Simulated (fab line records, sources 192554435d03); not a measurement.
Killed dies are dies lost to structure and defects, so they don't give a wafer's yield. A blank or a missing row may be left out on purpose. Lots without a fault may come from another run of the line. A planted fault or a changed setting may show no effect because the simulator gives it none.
fab line records | flow n5_finfet | part 2 of 2: steps 23 to 29 of 29
record lots=5 wafers=15 last_day=16
route steps=1938 shown DUMMY_REMOVAL@382 HKMG_FIN@385
lots that met no fault: from a run of the same line without faults
start_h: hours from the record's first day to the start of the lot's first wafer shown | wait_h: hours since the lot's step before | " the same as in the row above | L1.1+2: a row that stands for several wafers | - no value, or no start given | * or withheld: withheld | < > ~ a bound
route shown NAME@n: a module of which the file shows steps, and the number in the route of the first | usual: mean/standard deviation of fault-free wafers | same: alike in all rows | chamber/n: place in a boat | sites: the reading at each site | _std_site: their standard deviation | _edge_site: outer sites' mean less inner sites' | radius_mm: how far each site lies from the wafer's centre | mask NAME#n: copy n | behind: the tool/chamber that last shaped the wafer | hold: why the lot was held/for how many hours/how that ended | device: the transistor (n, p or np) that didn't switch | end of line: the same wafers' tests at the end of the route | a step without rows: its recipe alone | killed: dies lost to structure and defects at the first sort, not the wafer's yield | map: a wafer's dies, x killed, . not, _ none there
set.NAME: the setting as run; set.NAME@STEP: as run at that earlier step | model.NAME: the simulator's own value behind a step, which no gauge read
lots at some steps of the route; a table a step, a row a wafer
services: from which hour (start_h, from the record's first day; less than 0 if before it) a tool's chamber was out of use, for how many hours, and why
## steps
# step N5_HKMG_FIN_STRIP_56
# recipe chemistry=N2/H2 temp_c=40 n2_flow_sccm=200 h2_flow_sccm=200 rf_frequency_hz=6e+07
# columns lot.wafer tool chamber start_h wait_h
L074.1+2+3 rie_diel-02 1,2,0 76.40 0.1
L082.1+5+6 rie_diel-01 3,0,3 125.15 0.1
L084.1+2+4 rie_diel-02 0,2,1 139.05 0.1
L086.2+3+6 rie_diel-02 1,2,3 154.04 0.1
L088.1+3+5 rie_diel-02 2,0,2 163.34 0.1
# step N5_HKMG_FIN_STRIP_57
# recipe chemistry=CF4 resist=SiARC power_w=300 bias_power_w=75 pressure_mtorr=50 cf4_flow_sccm=150 rf_frequency_hz=6e+07
# usual chamber_pressure_mTorr=50.00/0.046 drypump_motor_current_A=5.9/0.51 oes_product_au=0.78/0.097 rf_vpp_V=271.8/1.4 showerhead_plenum_p_Torr=1.83/0.054 throttle_valve_pct=13.61/0.25
# columns lot.wafer tool chamber start_h wait_h chamber_pressure_mTorr drypump_motor_current_A oes_product_au rf_hours_counter_h rf_vpp_V showerhead_plenum_p_Torr throttle_valve_pct
L074.1 rie_diel-02 1 76.41 0.0 50.06 6.3 0.69 217 270.7 1.77 13.76
L074.2 " 2 " " 49.96 6.2 0.90 29 273.2 1.90 13.26
L074.3 " 0 " " 49.99 5.3 0.68 230 271.7 1.84 14.01
L082.1 rie_diel-01 3 125.16 0.0 49.99 6.0 0.78 110 271.7 1.80 13.46
L082.5 " 0 " " 49.99 5.5 0.70 - 271.6 1.85 13.73
L082.6 " 3 " " 50.01 6.0 0.78 - 271.6 1.80 13.47
L084.1 rie_diel-02 0 139.06 0.0 49.95 5.3 0.67 250 272.3 1.83 14.06
L084.2 " 2 " " 50.02 6.2 0.87 51 273.1 1.89 13.31
L084.4 " 1 " " 50.01 6.3 0.68 239 271.1 1.77 13.81
L086.2 rie_diel-02 1 154.05 0.0 49.99 6.3 0.68 245 270.1 1.76 13.81
L086.3 " 2 " " 49.89 6.2 0.86 57 276.7 1.89 13.32
L086.6 " 3 " " 49.95 6.7 0.72 - 270.0 1.78 13.84
L088.1 rie_diel-02 2 163.35 0.0 50.00 6.2 0.85 63 274.1 1.89 13.34
L088.3 " 0 " " 49.97 5.3 0.95 2 271.4 1.83 13.50
L088.5 " 2 " " 49.98 6.2 0.85 - 272.3 1.89 13.33
# step N5_HKMG_FIN_ETCH_58
# recipe chemistry=N2/H2 target=SOC target_depth_a=2158 ion_energy_ev=50 bias_w=13 time_s=741 pressure_mtorr=30 source_w=875 n2_flow_sccm=200 h2_flow_sccm=200
# usual chamber_pressure_mTorr=29.995/0.027 drypump_motor_current_A=6.0/0.51 oes_product_au=0.79/0.11 rf_vpp_V=99.4/0.96 showerhead_plenum_p_Torr=2.59/0.08 throttle_valve_pct=17.83/0.25
# columns lot.wafer tool chamber start_h wait_h chamber_pressure_mTorr drypump_motor_current_A oes_product_au rf_hours_counter_h rf_vpp_V showerhead_plenum_p_Torr throttle_valve_pct
L074.1 rie_diel-02 1 76.43 0.0 30.015 6.3 0.70 217 99.2 2.52 17.90
L074.2 " 2 " " 29.964 6.3 0.93 29 99.6 2.70 17.49
L074.3 " 0 " " 29.954 5.3 0.69 230 97.8 2.61 18.12
L082.1 rie_diel-01 3 125.18 0.0 30.020 6.0 0.79 110 100.3 2.57 17.64
L082.5 " 0 " " 29.978 5.5 0.69 - 99.2 2.61 17.92
L082.6 " 3 " " 30.006 6.0 0.78 - 99.6 2.56 17.65
L084.1 rie_diel-02 0 139.08 0.0 30.032 5.4 0.67 250 98.7 2.60 18.18
L084.2 " 2 " " 30.000 6.3 0.89 51 97.9 2.69 17.54
L084.4 " 1 " " 29.992 6.3 0.68 239 98.9 2.51 17.94
L086.2 rie_diel-02 1 154.07 0.0 29.982 6.3 0.68 245 100.4 2.51 17.95
L086.3 " 2 " " 29.999 6.2 0.87 57 99.6 2.69 17.53
L086.6 " 3 " " 29.991 6.7 0.71 - 99.1 2.52 18.17
L088.1 rie_diel-02 2 163.37 0.0 29.980 6.3 0.87 63 100.5 2.69 17.55
L088.3 " 0 " " 30.030 5.3 0.97 3 100.4 2.60 17.74
L088.5 " 2 " " 30.018 6.3 0.86 - 101.4 2.69 17.55
# step N5_HKMG_FIN_STRIP_93
# recipe chemistry=N2/H2 material=SOC time_s=20 power_w=500 temp_c=40 pressure_mtorr=50 rf_frequency_hz=6e+07 bias_power_w=8 h2_frac=0.5 n2_flow_sccm=300 h2_flow_sccm=300
# usual chamber_pressure_mTorr=50.00/0.046 drypump_motor_current_A=6.0/0.51 oes_product_au=0.79/0.11 rf_vpp_V=54.4/0.87 showerhead_plenum_p_Torr=3.42/0.1 throttle_valve_pct=19.1/0.42
# columns lot.wafer tool chamber start_h wait_h chamber_pressure_mTorr drypump_motor_current_A oes_product_au rf_hours_counter_h rf_vpp_V showerhead_plenum_p_Torr throttle_valve_pct
L074.1 rie_diel-02 1 76.85 0.2 49.99 6.2 0.69 217 52.1 3.33 18.9
L074.2 " 2 " " 50.01 6.2 0.93 29 53.9 3.56 18.7
L074.3 " 0 " " 49.97 5.4 0.68 230 53.2 3.44 19.2
L082.1 rie_diel-01 3 125.60 0.2 49.96 6.0 0.78 111 54.1 3.39 18.6
L082.5 " 0 " " 49.98 5.5 0.70 - 55.6 3.45 19.4
L082.6 " 3 " " 49.97 6.0 0.78 - 54.9 3.39 18.6
L084.1 rie_diel-02 0 139.51 0.2 49.95 5.3 0.68 250 54.3 3.43 19.2
L084.2 " 2 " " 50.02 6.2 0.90 51 55.1 3.55 18.7
L084.4 " 1 " " 50.09 6.3 0.68 239 54.8 3.32 19.0
L086.2 rie_diel-02 1 154.50 0.2 49.95 6.3 0.68 245 54.5 3.31 19.0
L086.3 " 2 " " 49.98 6.3 0.89 57 55.9 3.54 18.7
L086.6 " 3 " " 50.04 6.7 0.72 - 53.1 3.33 19.8
L088.1 rie_diel-02 2 163.80 0.2 50.04 6.3 0.87 64 53.5 3.54 18.7
L088.3 " 0 " " 49.95 5.3 0.98 3 54.6 3.43 18.8
L088.5 " 2 " " 50.01 6.2 0.87 - 54.1 3.54 18.7
# step N5_HKMG_FIN_WET_ETCH_76
# recipe chemistry=dNH4OH mix=1:50 temp_c=25 target=Al2O3 stop_on=La2O3 target_depth_nm=2.25 dry=ipa_marangoni rinse_time_s=30 rinse_temp_c=23
# columns lot.wafer tool chamber start_h wait_h
L074.1+2+3 wet_bench-03 2,3,7 76.94 0.1
L082.1+5+6 wet_bench-06 4,2,3 125.68 0.1
L084.1+2+4 wet_bench-03 3,2,4 139.59 0.1
L086.2+3+6 wet_bench-04 4,3,5 154.58 0.1
L088.1+3+5 wet_bench-04 5,7,4 163.88 0.1
# step N5_HKMG_FIN_STRIP_60
# recipe chemistry=N2/H2 power_w=2500 temp_c=300 h2_frac=0.65 time_s=360 pressure_mtorr=withheld n2_flow_sccm=1750 h2_flow_sccm=3250
# usual drypump_motor_current_A=5.6/0.65 heater_power_w=519/46
# columns lot.wafer tool chamber start_h wait_h drypump_motor_current_A heater_power_w rf_hours_counter_h
L074.1 plasma_asher-01 0 77.00 0.0 6.2 563 92
L074.2 " 1 " " 4.9 472 92
L074.3 " 0 " " 6.2 557 -
L082.1 plasma_asher-01 1 125.75 0.0 4.9 461 110
L082.5 " 0 " " 6.1 568 -
L082.6 " 1 " " 4.9 473 -
L084.1 plasma_asher-01 0 139.66 0.0 6.2 566 116
L084.2 " 1 " " 4.9 461 116
L084.4 " 0 " " 6.2 570 -
L086.2 plasma_asher-01 1 154.65 0.0 4.9 474 121
L086.3 " 0 " " 6.2 578 -
L086.6 " 1 " " 4.9 472 -
L088.1 plasma_asher-01 0 163.95 0.0 6.2 576 123
L088.3 " 0 " " 6.2 575 -
L088.5 " 0 " " 6.2 576 -
# step N5_HKMG_FIN_WET_ETCH_77
# recipe chemistry=dHCl mix=1:10000 temp_c=25 target=La2O3 stop_on=HfO2 target_depth_nm=2
# columns lot.wafer tool chamber start_h wait_h
L074.1+2+3 wet_bench-03 4,2,3 77.39 0.3
L082.1+5+6 wet_bench-04 6,0,1 126.14 0.3
L084.1+2+4 wet_bench-04 4,7,5 140.05 0.3
L086.2+3+6 wet_bench-06 7,6,1 155.04 0.3
L088.1+3+5 wet_bench-04 0,7,5 164.34 0.3
## services
# columns tool chamber start_h hours kind
rie_diel-01 2 54.40 8.8 repair
ald_hk-03 - 54.42 8.7 pm
rie_diel-02 1 54.67 4.9 repair
rie_diel-02 2 61.56 5.3 repair
arfi_scanner-02 - 62.53 3.1 pm
arfi_scanner-02 - 72.84 1.3 pm
arfi_scanner-03 - 74.14 1.3 pm
rie_diel-01 - 74.15 2.8 pm
ald_hk-01 - 76.07 2.8 pm
rie_diel-02 0 78.19 4.7 repair
arfi_scanner-03 - 79.72 0.8 pm
rie_diel-02 1 80.59 1.8 repair
arfi_scanner-03 - 90.56 1.0 pm
ald_hk-02 - 94.82 1.1 repair
rie_diel-01 3 96.04 6.8 repair
rie_diel-02 - 117.35 0.2 repair
wet_bench-04 - 119.82 1.2 repair
wet_bench-05 - 136.42 1.2 repair
rie_diel-02 0 139.56 - clean
rie_diel-02 0 139.56 - consumable_replace:focus_ring
rie_diel-02 0 139.56 18.8 scheduled_down
rie_diel-02 0 139.56 18.8 vent_cycle
ald_hk-02 - 145.34 8.7 pm
ald_hk-03 - 157.35 14.6 pm
